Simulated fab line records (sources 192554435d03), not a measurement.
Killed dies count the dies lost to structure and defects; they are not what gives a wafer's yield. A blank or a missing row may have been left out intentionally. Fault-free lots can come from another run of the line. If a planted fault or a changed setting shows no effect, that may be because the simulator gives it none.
Split-lot experiment | flow n5-finfet | 36 wafers read across 7 lots, on a route 1938 steps long

ON THE SPLIT
At N5_BEOL_M8_TRENCH_ETCH_37 (etches SiCOH lowk in C4F6/O2, target depth 93.478 nm, time 31.2 s), the setting time-s was moved away from the recipe's 31.2 s on 13 of the 36 wafers read, by -46.3% to +47.5%. For the rest of the wafers, this setting stayed at what the recipe calls for.

FROM THE SPLIT TO THE READING: what the file shows between them, 11 steps
- N5_BEOL_M8_ETCH_41: etches SiCN in CH3F/O2, target depth 31.9 nm, time 57.8 s
- N5_BEOL_M8_STRIP_80: strips in N2/H2, time 10 s
- N5_BEOL_M8_OCD_MEAS_38
- N5_BEOL_M8_HM_STRIP_39: strips TiN in peroxide tin strip, target depth 25 nm, time 158 s
- N5_BEOL_M8_SRD_40: time 30 s
- N5_BEOL_M8_ECD_50: material Cu, target thk 300 nm
- N5_BEOL_M8_ANNEAL_51: time 90 s
- N5_BEOL_M8_CMP_52: polishes, stops on SiCOH lowk, t overpolish 6.9 s, target thk 80 nm
- N5_BEOL_M8_THK_MEAS_53: measures by xrf
- N5_BEOL_M8_PRE_CLEAN_55: time 15 s
- N5_BEOL_M8_DEP_56: deposits SiCN from 3MS/NH3, target thk 10 nm, time 17.5 s

THE READING
M8_RS, in ohm/sq, at N5_BEOL_M8_RS_MEAS_57 (measures by four-point-probe). A value of 0.286 ohm/sq with a standard deviation of 0.0079 ohm/sq is what fault-free wafers of this fab line usually give.

wafer  | tool, chamber at the split | time-s as run, s | against the recipe | M8_RS, ohm/sq | against lot-mates on the recipe
L074.1 | rie-diel-02, 3             | 22.12            | -29.1%             | 0.487         | +0.195
L074.2 | rie-diel-02, 0             | 31.2             | recipe             | 0.295         | -
L074.3 | rie-diel-02, 2             | 31.2             | recipe             | 0.288         | -
L074.4 | rie-diel-02, 1             | 31.2             | recipe             | 0.294         | -
L074.5 | rie-diel-02, 2             | 22.12            | -29.1%             | 0.464         | +0.172
L074.6 | rie-diel-02, 3             | 22.12            | -29.1%             | 0.469         | +0.177
L075.2 | rie-diel-01, 1             | 31.2             | recipe             | 0.279         | -
L075.3 | rie-diel-01, 0             | 20.27            | -35.0%             | 0.563         | +0.279
L075.6 | rie-diel-01, 2             | 31.2             | recipe             | 0.289         | -
L085.1 | rie-diel-01, 0             | 31.2             | recipe             | 0.274         | -
L085.2 | rie-diel-01, 1             | 31.2             | recipe             | 0.280         | -
L085.3 | rie-diel-01, 2             | 31.2             | recipe             | 0.286         | -
L085.4 | rie-diel-01, 0             | 31.2             | recipe             | 0.274         | -
L085.5 | rie-diel-01, 1             | 31.2             | recipe             | 0.273         | -
L085.6 | rie-diel-01, 2             | 31.2             | recipe             | 0.288         | -
L082.1 | rie-diel-01, 0             | 31.2             | recipe             | 0.288         | -
L082.4 | rie-diel-01, 0             | 31.2             | recipe             | 0.292         | -
L082.5 | rie-diel-01, 1             | 31.2             | recipe             | 0.283         | -
L088.1 | rie-diel-01, 3             | 44.02            | +41.1%             | 0.184         | -0.114
L088.2 | rie-diel-01, 2             | 31.2             | recipe             | 0.302         | -
L088.3 | rie-diel-01, 0             | 44.02            | +41.1%             | 0.183         | -0.115
L088.4 | rie-diel-01, 1             | 44.02            | +41.1%             | 0.182         | -0.116
L088.5 | rie-diel-01, 3             | 31.2             | recipe             | 0.296         | -
L088.6 | rie-diel-01, 2             | 31.2             | recipe             | 0.295         | -
L091.1 | rie-diel-06, 2             | 31.2             | recipe             | 0.292         | -
L091.2 | rie-diel-06, 3             | 46.01            | +47.5%             | 0.172         | -0.118
L091.3 | rie-diel-06, 0             | 46.01            | +47.5%             | 0.174         | -0.116
L091.4 | rie-diel-06, 3             | 46.01            | +47.5%             | 0.170         | -0.120
L091.5 | rie-diel-06, 2             | 31.2             | recipe             | 0.291         | -
L091.6 | rie-diel-06, 0             | 31.2             | recipe             | 0.287         | -
L095.1 | rie-diel-06, 3             | 16.75            | -46.3%             | 0.712         | +0.426
L095.2 | rie-diel-06, 2             | 31.2             | recipe             | 0.290         | -
L095.3 | rie-diel-06, 0             | 31.2             | recipe             | 0.280         | -
L095.4 | rie-diel-06, 1             | 16.75            | -46.3%             | 0.677         | +0.391
L095.5 | rie-diel-06, 2             | 31.2             | recipe             | 0.289         | -
L095.6 | rie-diel-06, 3             | 16.75            | -46.3%             | 0.707         | +0.421

FIT RESULTS
A straight line over all 36 wafers: M8_RS changes by -0.00511 ohm/sq for each +1% of time-s; r = -0.90; the points scatter about the line by 0.062 ohm/sq.
The same after taking each lot's own level away (the mean of its wafers on the recipe; 36 wafers): -0.00517 ohm/sq for each +1%; r = -0.91; scatter 0.061 ohm/sq.
That fit puts the effect of the largest move of time-s on the reading at 0.25 ohm/sq.
The lots' own levels span 0.2792 to 0.2977 ohm/sq, that is 2.3 times the standard deviation above.
The two slopes are in agreement: the lot-to-lot level therefore moves the slope only a little.
Check: -0.22 ohm/sq against its lot-mates is what the line predicts for one of the wafers moved furthest among these (+47.5%) when that wafer is left out of the fit. Against them it came out at -0.118 ohm/sq.

THE WHOLE CHAIN: every reading that the file lists as answering this split, in the file's order
step                      | what it does                                                        | reading                                                                          | change (the file's fit)                | r (the file's)
N5_BEOL_M8_TRENCH_ETCH_37 | etches SiCOH lowk in C4F6/O2, target depth 93.478 nm, time 31.2 s   | BEOL_M8.feature-depth-nm (the simulator's own value, which no gauge read)        | +0.944 nm for each +1% of the setting  | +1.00
N5_BEOL_M8_TRENCH_ETCH_37 | etches SiCOH lowk in C4F6/O2, target depth 93.478 nm, time 31.2 s   | etch.depth-nm (the simulator's own value, which no gauge read)                   | +0.943 nm for each +1% of the setting  | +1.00
N5_BEOL_M8_TRENCH_ETCH_37 | etches SiCOH lowk in C4F6/O2, target depth 93.478 nm, time 31.2 s   | TiN_of_BEOL_M8_HM_DEP_02.thk-nm (the simulator's own value, which no gauge read) | -0.0244 nm for each +1% of the setting | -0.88
N5_BEOL_M8_OCD_MEAS_38    |                                                                     | trench-depth-nm                                                                  | +0.938 nm for each +1% of the setting  | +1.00
N5_BEOL_M8_CMP_52         | polishes, stops on SiCOH lowk, t overpolish 6.9 s, target thk 80 nm | Cu_of_BEOL_M8_ECD_50.thk-nm (the simulator's own value, which no gauge read)     | +0.945 nm for each +1% of the setting  | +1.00
N5_BEOL_M8_THK_MEAS_53    | measures by xrf                                                     | M8_THK                                                                           | +0.944 for each +1% of the setting     | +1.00
N5_BEOL_M8_RS_MEAS_57     | measures by four-point-probe                                        | M8_RS                                                                            | -0.00522 for each +1% of the setting   | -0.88

FILE'S OWN FIT
M8_RS changes by -0.00522 ohm/sq for each +1% of time-s, r = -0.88.
